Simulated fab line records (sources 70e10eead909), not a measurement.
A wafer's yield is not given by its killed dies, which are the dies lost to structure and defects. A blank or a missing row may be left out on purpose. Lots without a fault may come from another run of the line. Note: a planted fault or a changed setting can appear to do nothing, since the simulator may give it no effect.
What tool caused it? / flow nand harc / 39 wafers from 13 lots sampled at 4 of the route's 1302 steps

== WHAT EACH GAUGE READ, for each wafer ==
NHARC_END_WLT_00. Usual: VT_DECK1_BOTTOM 0.870, standard deviation 0.0064; VT_DECK1_BOTTOM_INNER 0.871, standard deviation 0.0066; VT_DECK1_MEDIAN_NEAR_BOTTOM 0.872, standard deviation 0.006; VT_DECK1_MEDIAN_NEAR_BOTTOM_INNER 0.872, standard deviation 0.0063; VT_DECK1_MIDDLE 0.885, standard deviation 0.0065; VT_DECK1_MIDDLE_INNER 0.884, standard deviation 0.0061; VT_DECK1_TOP 0.896, standard deviation 0.0058; VT_DECK1_TOP_INNER 0.896, standard deviation 0.0065; VT_DECK2_BOTTOM 0.874, standard deviation 0.0068; VT_DECK2_BOTTOM_INNER 0.875, standard deviation 0.0072; VT_DECK2_MEDIAN_NEAR_BOTTOM 0.876, standard deviation 0.0074; VT_DECK2_MEDIAN_NEAR_BOTTOM_INNER 0.876, standard deviation 0.0065; VT_DECK2_MIDDLE 0.888, standard deviation 0.0072; VT_DECK2_MIDDLE_INNER 0.888, standard deviation 0.0067; VT_DECK2_TOP 0.900, standard deviation 0.0066; VT_DECK2_TOP_INNER 0.900, standard deviation 0.0064.
lot=L475; measured=day 24 05:26; on=prober-02; VT_DECK1_BOTTOM=0.867 0.865 0.866; VT_DECK1_BOTTOM_INNER=0.858 0.864 0.873; VT_DECK1_MEDIAN_NEAR_BOTTOM=0.861 0.878 0.864; VT_DECK1_MEDIAN_NEAR_BOTTOM_INNER=0.871 0.871 0.868; VT_DECK1_MIDDLE=0.886 0.875 0.877; VT_DECK1_MIDDLE_INNER=0.887 0.877 0.873; VT_DECK1_TOP=0.891 0.889 0.889; VT_DECK1_TOP_INNER=0.891 0.887 0.891; VT_DECK2_BOTTOM=0.868 0.871 0.882; VT_DECK2_BOTTOM_INNER=0.867 0.869 0.881; VT_DECK2_MEDIAN_NEAR_BOTTOM=0.860 0.871 0.870; VT_DECK2_MEDIAN_NEAR_BOTTOM_INNER=0.873 0.870 0.881; VT_DECK2_MIDDLE=0.885 0.883 0.883; VT_DECK2_MIDDLE_INNER=0.891 0.884 0.884; VT_DECK2_TOP=0.899 0.895 0.892; VT_DECK2_TOP_INNER=0.903 0.897 0.903; flag=
lot=L474; measured=day 24 20:23; on=prober-02; VT_DECK1_BOTTOM=0.870 0.876 0.881; VT_DECK1_BOTTOM_INNER=0.875 0.882 0.876; VT_DECK1_MEDIAN_NEAR_BOTTOM=0.870 0.871 0.878; VT_DECK1_MEDIAN_NEAR_BOTTOM_INNER=0.870 0.875 0.886; VT_DECK1_MIDDLE=0.890 0.883 0.888; VT_DECK1_MIDDLE_INNER=0.878 0.887 0.887; VT_DECK1_TOP=0.893 0.896 0.905; VT_DECK1_TOP_INNER=0.896 0.899 0.901; VT_DECK2_BOTTOM=0.883 0.881 0.883; VT_DECK2_BOTTOM_INNER=0.883 0.873 0.881; VT_DECK2_MEDIAN_NEAR_BOTTOM=0.880 0.881 0.881; VT_DECK2_MEDIAN_NEAR_BOTTOM_INNER=0.878 0.883 0.883; VT_DECK2_MIDDLE=0.894 0.896 0.892; VT_DECK2_MIDDLE_INNER=0.890 0.902 0.892; VT_DECK2_TOP=0.902 0.903 0.909; VT_DECK2_TOP_INNER=0.907 0.904 0.907; flag=
lot=L477; measured=day 26 05:54; on=prober-02; VT_DECK1_BOTTOM=0.875 0.878 0.869; VT_DECK1_BOTTOM_INNER=0.870 0.879 0.872; VT_DECK1_MEDIAN_NEAR_BOTTOM=0.871 0.881 0.874; VT_DECK1_MEDIAN_NEAR_BOTTOM_INNER=0.879 0.881 0.881; VT_DECK1_MIDDLE=0.893 0.885 0.883; VT_DECK1_MIDDLE_INNER=0.888 0.893 0.888; VT_DECK1_TOP=0.901 0.891 0.895; VT_DECK1_TOP_INNER=0.894 0.898 0.891; VT_DECK2_BOTTOM=0.873 0.878 0.875; VT_DECK2_BOTTOM_INNER=0.882 0.870 0.877; VT_DECK2_MEDIAN_NEAR_BOTTOM=0.878 0.876 0.876; VT_DECK2_MEDIAN_NEAR_BOTTOM_INNER=0.877 0.877 0.876; VT_DECK2_MIDDLE=0.901 0.897 0.890; VT_DECK2_MIDDLE_INNER=0.893 0.893 0.891; VT_DECK2_TOP=0.897 0.901 0.905; VT_DECK2_TOP_INNER=0.909 0.904 0.909; flag=
lot=L478; measured=day 25 21:48; on=prober-01; VT_DECK1_BOTTOM=0.866 0.865 0.863; VT_DECK1_BOTTOM_INNER=0.860 0.872 0.865; VT_DECK1_MEDIAN_NEAR_BOTTOM=0.876 0.873 0.877; VT_DECK1_MEDIAN_NEAR_BOTTOM_INNER=0.862 0.874 0.871; VT_DECK1_MIDDLE=0.880 0.871 0.882; VT_DECK1_MIDDLE_INNER=0.869 0.885 0.892; VT_DECK1_TOP=0.890 0.890 0.904; VT_DECK1_TOP_INNER=0.888 0.892 0.885; VT_DECK2_BOTTOM=0.886 0.868 0.872; VT_DECK2_BOTTOM_INNER=0.883 0.877 0.881; VT_DECK2_MEDIAN_NEAR_BOTTOM=0.885 0.868 0.875; VT_DECK2_MEDIAN_NEAR_BOTTOM_INNER=0.884 0.879 0.875; VT_DECK2_MIDDLE=0.894 0.896 0.884; VT_DECK2_MIDDLE_INNER=0.885 0.887 0.887; VT_DECK2_TOP=0.909 0.907 0.909; VT_DECK2_TOP_INNER=0.908 0.904 0.899; flag=
lot=L479; measured=day 26 17:15; on=prober-01; VT_DECK1_BOTTOM=0.875 0.876 0.869; VT_DECK1_BOTTOM_INNER=0.871 0.871 0.868; VT_DECK1_MEDIAN_NEAR_BOTTOM=0.872 0.870 0.871; VT_DECK1_MEDIAN_NEAR_BOTTOM_INNER=0.873 0.875 0.881; VT_DECK1_MIDDLE=0.878 0.878 0.884; VT_DECK1_MIDDLE_INNER=0.885 0.885 0.885; VT_DECK1_TOP=0.885 0.892 0.895; VT_DECK1_TOP_INNER=0.898 0.893 0.887; VT_DECK2_BOTTOM=0.872 0.862 0.873; VT_DECK2_BOTTOM_INNER=0.868 0.874 0.876; VT_DECK2_MEDIAN_NEAR_BOTTOM=0.874 0.873 0.873; VT_DECK2_MEDIAN_NEAR_BOTTOM_INNER=0.875 0.874 0.871; VT_DECK2_MIDDLE=0.885 0.882 0.881; VT_DECK2_MIDDLE_INNER=0.884 0.887 0.887; VT_DECK2_TOP=0.900 0.896 0.894; VT_DECK2_TOP_INNER=0.896 0.890 0.898; flag=
lot=L481; measured=day 27 07:40; on=prober-02; VT_DECK1_BOTTOM=0.873 0.867 0.867; VT_DECK1_BOTTOM_INNER=0.870 0.871 0.872; VT_DECK1_MEDIAN_NEAR_BOTTOM=0.871 0.872 0.871; VT_DECK1_MEDIAN_NEAR_BOTTOM_INNER=0.869 0.871 0.874; VT_DECK1_MIDDLE=0.887 0.883 0.889; VT_DECK1_MIDDLE_INNER=0.879 0.876 0.878; VT_DECK1_TOP=0.892 0.898 0.892; VT_DECK1_TOP_INNER=0.900 0.901 0.897; VT_DECK2_BOTTOM=0.873 0.879 0.875; VT_DECK2_BOTTOM_INNER=0.874 0.884 0.877; VT_DECK2_MEDIAN_NEAR_BOTTOM=0.870 0.875 0.879; VT_DECK2_MEDIAN_NEAR_BOTTOM_INNER=0.882 0.874 0.878; VT_DECK2_MIDDLE=0.884 0.883 0.900; VT_DECK2_MIDDLE_INNER=0.881 0.880 0.888; VT_DECK2_TOP=0.905 0.902 0.894; VT_DECK2_TOP_INNER=0.897 0.897 0.902; flag=
lot=L484; measured=day 28 10:25; on=prober-01; VT_DECK1_BOTTOM=0.862 0.869 0.868; VT_DECK1_BOTTOM_INNER=0.863 0.876 0.868; VT_DECK1_MEDIAN_NEAR_BOTTOM=0.864 0.875 0.869; VT_DECK1_MEDIAN_NEAR_BOTTOM_INNER=0.865 0.864 0.865; VT_DECK1_MIDDLE=0.885 0.885 0.889; VT_DECK1_MIDDLE_INNER=0.887 0.883 0.882; VT_DECK1_TOP=0.896 0.897 0.895; VT_DECK1_TOP_INNER=0.901 0.903 0.885; VT_DECK2_BOTTOM=0.881 0.878 0.877; VT_DECK2_BOTTOM_INNER=0.879 0.882 0.872; VT_DECK2_MEDIAN_NEAR_BOTTOM=0.885 0.880 0.877; VT_DECK2_MEDIAN_NEAR_BOTTOM_INNER=0.879 0.880 0.875; VT_DECK2_MIDDLE=0.895 0.898 0.901; VT_DECK2_MIDDLE_INNER=0.896 0.886 0.889; VT_DECK2_TOP=0.906 0.907 0.913; VT_DECK2_TOP_INNER=0.911 0.908 0.900; flag=
lot=L485; measured=day 28 21:41; on=prober-02; VT_DECK1_BOTTOM=0.857 0.863 0.864; VT_DECK1_BOTTOM_INNER=0.864 0.862 0.857; VT_DECK1_MEDIAN_NEAR_BOTTOM=0.856 0.858 0.864; VT_DECK1_MEDIAN_NEAR_BOTTOM_INNER=0.867 0.865 0.861; VT_DECK1_MIDDLE=0.876 0.873 0.869; VT_DECK1_MIDDLE_INNER=0.869 0.877 0.873; VT_DECK1_TOP=0.888 0.891 0.891; VT_DECK1_TOP_INNER=0.896 0.879 0.897; VT_DECK2_BOTTOM=0.872 0.879 0.866; VT_DECK2_BOTTOM_INNER=0.870 0.867 0.866; VT_DECK2_MEDIAN_NEAR_BOTTOM=0.879 0.876 0.870; VT_DECK2_MEDIAN_NEAR_BOTTOM_INNER=0.877 0.881 0.873; VT_DECK2_MIDDLE=0.889 0.885 0.872; VT_DECK2_MIDDLE_INNER=0.879 0.883 0.880; VT_DECK2_TOP=0.902 0.888 0.894; VT_DECK2_TOP_INNER=0.899 0.900 0.891; flag=
lot=L486; measured=day 29 15:54; on=prober-01; VT_DECK1_BOTTOM=0.870 0.862 0.864; VT_DECK1_BOTTOM_INNER=0.872 0.873 0.870; VT_DECK1_MEDIAN_NEAR_BOTTOM=0.867 0.874 0.876; VT_DECK1_MEDIAN_NEAR_BOTTOM_INNER=0.866 0.872 0.869; VT_DECK1_MIDDLE=0.891 0.883 0.878; VT_DECK1_MIDDLE_INNER=0.884 0.891 0.880; VT_DECK1_TOP=0.896 0.902 0.889; VT_DECK1_TOP_INNER=0.901 0.896 0.904; VT_DECK2_BOTTOM=0.879 0.869 0.881; VT_DECK2_BOTTOM_INNER=0.881 0.868 0.876; VT_DECK2_MEDIAN_NEAR_BOTTOM=0.887 0.877 0.876; VT_DECK2_MEDIAN_NEAR_BOTTOM_INNER=0.870 0.875 0.879; VT_DECK2_MIDDLE=0.890 0.887 0.894; VT_DECK2_MIDDLE_INNER=0.894 0.884 0.894; VT_DECK2_TOP=0.905 0.906 0.898; VT_DECK2_TOP_INNER=0.903 0.894 0.908; flag=
lot=L487; measured=day 29 15:54; on=prober-02; VT_DECK1_BOTTOM=0.870 0.875 0.877; VT_DECK1_BOTTOM_INNER=0.869 0.871 0.874; VT_DECK1_MEDIAN_NEAR_BOTTOM=0.865 0.871 0.884; VT_DECK1_MEDIAN_NEAR_BOTTOM_INNER=0.871 0.879 0.869; VT_DECK1_MIDDLE=0.888 0.888 0.898; VT_DECK1_MIDDLE_INNER=0.896 0.891 0.888; VT_DECK1_TOP=0.902 0.902 0.900; VT_DECK1_TOP_INNER=0.903 0.906 0.911; VT_DECK2_BOTTOM=0.885 0.883 0.884; VT_DECK2_BOTTOM_INNER=0.878 0.877 0.884; VT_DECK2_MEDIAN_NEAR_BOTTOM=0.884 0.887 0.894; VT_DECK2_MEDIAN_NEAR_BOTTOM_INNER=0.886 0.885 0.893; VT_DECK2_MIDDLE=0.900 0.902 0.901; VT_DECK2_MIDDLE_INNER=0.888 0.898 0.895; VT_DECK2_TOP=0.905 0.904 0.912; VT_DECK2_TOP_INNER=0.910 0.908 0.902; flag=
lot=L489; measured=day 29 23:47; on=prober-01; VT_DECK1_BOTTOM=0.911 0.906 0.897; VT_DECK1_BOTTOM_INNER=0.903 0.900 0.908; VT_DECK1_MEDIAN_NEAR_BOTTOM=0.911 0.898 0.902; VT_DECK1_MEDIAN_NEAR_BOTTOM_INNER=0.911 0.905 0.908; VT_DECK1_MIDDLE=0.916 0.908 0.915; VT_DECK1_MIDDLE_INNER=0.915 0.908 0.909; VT_DECK1_TOP=0.931 0.925 0.920; VT_DECK1_TOP_INNER=0.927 0.928 0.926; VT_DECK2_BOTTOM=0.873 0.881 0.873; VT_DECK2_BOTTOM_INNER=0.876 0.879 0.874; VT_DECK2_MEDIAN_NEAR_BOTTOM=0.869 0.885 0.878; VT_DECK2_MEDIAN_NEAR_BOTTOM_INNER=0.875 0.881 0.882; VT_DECK2_MIDDLE=0.888 0.892 0.888; VT_DECK2_MIDDLE_INNER=0.886 0.896 0.889; VT_DECK2_TOP=0.915 0.901 0.900; VT_DECK2_TOP_INNER=0.901 0.904 0.901; flag=OFF
lot=L492; measured=day 31 16:15; on=prober-01; VT_DECK1_BOTTOM=0.870 0.861 0.873; VT_DECK1_BOTTOM_INNER=0.877 0.868 0.871; VT_DECK1_MEDIAN_NEAR_BOTTOM=0.864 0.869 0.883; VT_DECK1_MEDIAN_NEAR_BOTTOM_INNER=0.870 0.867 0.873; VT_DECK1_MIDDLE=0.884 0.885 0.889; VT_DECK1_MIDDLE_INNER=0.878 0.882 0.881; VT_DECK1_TOP=0.893 0.896 0.894; VT_DECK1_TOP_INNER=0.907 0.897 0.892; VT_DECK2_BOTTOM=0.880 0.883 0.882; VT_DECK2_BOTTOM_INNER=0.882 0.880 0.878; VT_DECK2_MEDIAN_NEAR_BOTTOM=0.872 0.878 0.881; VT_DECK2_MEDIAN_NEAR_BOTTOM_INNER=0.875 0.878 0.884; VT_DECK2_MIDDLE=0.892 0.892 0.890; VT_DECK2_MIDDLE_INNER=0.888 0.883 0.887; VT_DECK2_TOP=0.907 0.904 0.897; VT_DECK2_TOP_INNER=0.903 0.902 0.902; flag=
lot=L497; measured=day 34 10:31; on=prober-01; VT_DECK1_BOTTOM=0.879 0.873 0.873; VT_DECK1_BOTTOM_INNER=0.875 0.869 0.876; VT_DECK1_MEDIAN_NEAR_BOTTOM=0.873 0.873 0.875; VT_DECK1_MEDIAN_NEAR_BOTTOM_INNER=0.875 0.874 0.876; VT_DECK1_MIDDLE=0.893 0.888 0.888; VT_DECK1_MIDDLE_INNER=0.891 0.887 0.893; VT_DECK1_TOP=0.906 0.899 0.898; VT_DECK1_TOP_INNER=0.896 0.901 0.903; VT_DECK2_BOTTOM=0.867 0.859 0.869; VT_DECK2_BOTTOM_INNER=0.870 0.872 0.856; VT_DECK2_MEDIAN_NEAR_BOTTOM=0.871 0.863 0.871; VT_DECK2_MEDIAN_NEAR_BOTTOM_INNER=0.875 0.862 0.863; VT_DECK2_MIDDLE=0.888 0.874 0.879; VT_DECK2_MIDDLE_INNER=0.880 0.883 0.885; VT_DECK2_TOP=0.888 0.898 0.889; VT_DECK2_TOP_INNER=0.898 0.891 0.894; flag=

== TOOL THAT RAN EACH LOT (tool first, then ch and the chambers of the sampled wafers, then the start) ==
lot=L475; NHARC_A_M0_ECD_22=ecd cu-01 ch 0,1, day 22 18:29; NHARC_A_BONDPAD_ANNEAL_28=rtp anneal-01 ch 0, day 23 03:30; NHARC_THIN_TSV_STRIP_45=plasma asher-01 ch 0,1, day 23 16:31
lot=L474; NHARC_A_M0_ECD_22=ecd cu-01 ch 0,1, day 23 06:52; NHARC_A_BONDPAD_ANNEAL_28=rtp anneal-01 ch 0, day 23 15:50; NHARC_THIN_TSV_STRIP_45=plasma asher-01 ch 0,1, day 24 08:11
lot=L477; NHARC_A_M0_ECD_22=ecd cu-01 ch 0, day 24 11:28; NHARC_A_BONDPAD_ANNEAL_28=rtp anneal-02 ch 0, day 24 20:58; NHARC_THIN_TSV_STRIP_45=plasma asher-01 ch 1, day 25 11:55
lot=L478; NHARC_A_M0_ECD_22=ecd cu-02 ch 0,1, day 24 12:50; NHARC_A_BONDPAD_ANNEAL_28=rtp anneal-02 ch 0, day 24 22:01; NHARC_THIN_TSV_STRIP_45=plasma asher-01 ch 0, day 25 10:47
lot=L479; NHARC_A_M0_ECD_22=ecd cu-02 ch 0,1, day 25 06:28; NHARC_A_BONDPAD_ANNEAL_28=rtp anneal-02 ch 0, day 25 15:55; NHARC_THIN_TSV_STRIP_45=plasma asher-01 ch 0,1, day 26 06:12
lot=L481; NHARC_A_M0_ECD_22=ecd cu-01 ch 0,1, day 25 20:03; NHARC_A_BONDPAD_ANNEAL_28=rtp anneal-01 ch 0, day 26 05:28; NHARC_THIN_TSV_STRIP_45=plasma asher-01 ch 1, day 26 20:10
lot=L484; NHARC_A_M0_ECD_22=ecd cu-02 ch 0,1, day 26 18:11; NHARC_A_BONDPAD_ANNEAL_28=rtp anneal-02 ch 0, day 27 03:27; NHARC_THIN_TSV_STRIP_45=plasma asher-02 ch 0,1, day 27 18:32
lot=L485; NHARC_A_M0_ECD_22=ecd cu-02 ch 0,1, day 27 09:11; NHARC_A_BONDPAD_ANNEAL_28=rtp anneal-01 ch 0, day 27 18:17; NHARC_THIN_TSV_STRIP_45=plasma asher-02 ch 0,1, day 28 08:40
lot=L486; NHARC_A_M0_ECD_22=ecd cu-01 ch 0, day 28 05:09; NHARC_A_BONDPAD_ANNEAL_28=rtp anneal-02 ch 0, day 28 14:21; NHARC_THIN_TSV_STRIP_45=plasma asher-02 ch 1, day 29 04:31
lot=L487; NHARC_A_M0_ECD_22=ecd cu-01 ch 0,1, day 28 07:19; NHARC_A_BONDPAD_ANNEAL_28=rtp anneal-02 ch 0, day 28 16:33; NHARC_THIN_TSV_STRIP_45=plasma asher-02 ch 0,1, day 29 06:53
lot=L489; NHARC_A_M0_ECD_22=ecd cu-01 ch 0,1, day 28 08:27; NHARC_A_BONDPAD_ANNEAL_28=rtp anneal-01 ch 0, day 28 17:23; NHARC_THIN_TSV_STRIP_45=plasma asher-02 ch 0,1, day 29 08:47
lot=L492; NHARC_A_M0_ECD_22=ecd cu-02 ch 0,1, day 30 04:51; NHARC_A_BONDPAD_ANNEAL_28=rtp anneal-01 ch 0, day 30 13:53; NHARC_THIN_TSV_STRIP_45=plasma asher-02 ch 0,1, day 31 04:49
lot=L497; NHARC_A_M0_ECD_22=ecd cu-02 ch 0,1, day 32 15:51; NHARC_A_BONDPAD_ANNEAL_28=rtp anneal-02 ch 0, day 33 01:04; NHARC_THIN_TSV_STRIP_45=plasma asher-02 ch 0,1, day 33 23:11
- NHARC_A_M0_ECD_22: material Cu, target thk 400 nm.
- NHARC_A_BONDPAD_ANNEAL_28: time 90 s.
- NHARC_THIN_TSV_STRIP_45: strips in O2.

== AS READ BY THE TOOLS THEMSELVES (means over the sampled wafers that have a number; for cases with no such wafer, the mark the record gives instead) ==
NHARC_A_BONDPAD_ANNEAL_28. Usual: anneal temp c 225.00 C, standard deviation 0.2; wafer_temp_C_max 226.2, standard deviation 0.42.
lot=L475; tool=rtp anneal-01; anneal temp c (C)=225.17; wafer_temp_C_max=225.8; flag=
lot=L474; tool=rtp anneal-01; anneal temp c (C)=225.10; wafer_temp_C_max=226.0; flag=
lot=L477; tool=rtp anneal-02; anneal temp c (C)=225.07; wafer_temp_C_max=226.4; flag=
lot=L478; tool=rtp anneal-02; anneal temp c (C)=224.81; wafer_temp_C_max=226.2; flag=
lot=L479; tool=rtp anneal-02; anneal temp c (C)=224.99; wafer_temp_C_max=226.6; flag=
lot=L481; tool=rtp anneal-01; anneal temp c (C)=225.07; wafer_temp_C_max=226.2; flag=
lot=L484; tool=rtp anneal-02; anneal temp c (C)=225.26; wafer_temp_C_max=226.2; flag=
lot=L485; tool=rtp anneal-01; anneal temp c (C)=224.84; wafer_temp_C_max=225.8; flag=
lot=L486; tool=rtp anneal-02; anneal temp c (C)=225.13; wafer_temp_C_max=226.5; flag=
lot=L487; tool=rtp anneal-02; anneal temp c (C)=225.03; wafer_temp_C_max=226.4; flag=
lot=L489; tool=rtp anneal-01; anneal temp c (C)=224.80; wafer_temp_C_max=225.7; flag=
lot=L492; tool=rtp anneal-01; anneal temp c (C)=225.05; wafer_temp_C_max=225.9; flag=
lot=L497; tool=rtp anneal-02; anneal temp c (C)=225.11; wafer_temp_C_max=226.8; flag=

NHARC_THIN_TSV_STRIP_45. Usual: drypump motor current A 6.03 A, standard deviation 0.22; heater power w 350 W, standard deviation 27; rf refl power W 21 W, standard deviation 5.
lot=L475; tool=plasma asher-01; drypump motor current A (A)=5.86; heater power w (W)=370; rf refl power W (W)=21; flag=
lot=L474; tool=plasma asher-01; drypump motor current A (A)=5.84; heater power w (W)=365; rf refl power W (W)=21; flag=
lot=L477; tool=plasma asher-01; drypump motor current A (A)=5.88; heater power w (W)=388; rf refl power W (W)=15; flag=
lot=L478; tool=plasma asher-01; drypump motor current A (A)=5.85; heater power w (W)=366; rf refl power W (W)=23; flag=
lot=L479; tool=plasma asher-01; drypump motor current A (A)=5.83; heater power w (W)=372; rf refl power W (W)=20; flag=
lot=L481; tool=plasma asher-01; drypump motor current A (A)=5.87; heater power w (W)=383; rf refl power W (W)=14; flag=
lot=L484; tool=plasma asher-02; drypump motor current A (A)=6.16; heater power w (W)=329; rf refl power W (W)=22; flag=
lot=L485; tool=plasma asher-02; drypump motor current A (A)=6.31; heater power w (W)=317; rf refl power W (W)=-; flag=OFF
lot=L486; tool=plasma asher-02; drypump motor current A (A)=6.42; heater power w (W)=308; rf refl power W (W)=28; flag=
lot=L487; tool=plasma asher-02; drypump motor current A (A)=6.28; heater power w (W)=317; rf refl power W (W)=25; flag=
lot=L489; tool=plasma asher-02; drypump motor current A (A)=6.28; heater power w (W)=323; rf refl power W (W)=25; flag=
lot=L492; tool=plasma asher-02; drypump motor current A (A)=6.25; heater power w (W)=321; rf refl power W (W)=-; flag=OFF
lot=L497; tool=plasma asher-02; drypump motor current A (A)=6.18; heater power w (W)=330; rf refl power W (W)=22; flag=

== THE ANSWER, worked out from the rows above alone ==
Rule: a lot counts as off when the mean over its wafers that have a number is more than 3 standard deviations away from the usual mean. Also off: a lot with no number at a reading for which 4 or more lots have one. The other lots that the step has rows for count as sound. After the gauges, taken in route order, come the tools' own readings; for these a lot's mean is taken, as printed above. At the first step where some lot is off, the reading lying furthest off is the one used; lots without a number count as furthest.
Off: at NHARC_END_WLT_00 (VT_DECK1_MEDIAN_NEAR_BOTTOM_INNER), L489.
If a tool, at a process step before that reading, ran all the lots that are off and no sound lot after the first of them, it fits. The gauges at NHARC_END_WLT_00 are tried like those tools. One fits: ecd cu-01 at NHARC_A_M0_ECD_22. A fault onset in the window from L487 (day 28 07:19, its last sound lot) to L489 (day 28 08:27, its first lot off) fits.

== WHAT THE SIMULATOR HAD INSERTED ==
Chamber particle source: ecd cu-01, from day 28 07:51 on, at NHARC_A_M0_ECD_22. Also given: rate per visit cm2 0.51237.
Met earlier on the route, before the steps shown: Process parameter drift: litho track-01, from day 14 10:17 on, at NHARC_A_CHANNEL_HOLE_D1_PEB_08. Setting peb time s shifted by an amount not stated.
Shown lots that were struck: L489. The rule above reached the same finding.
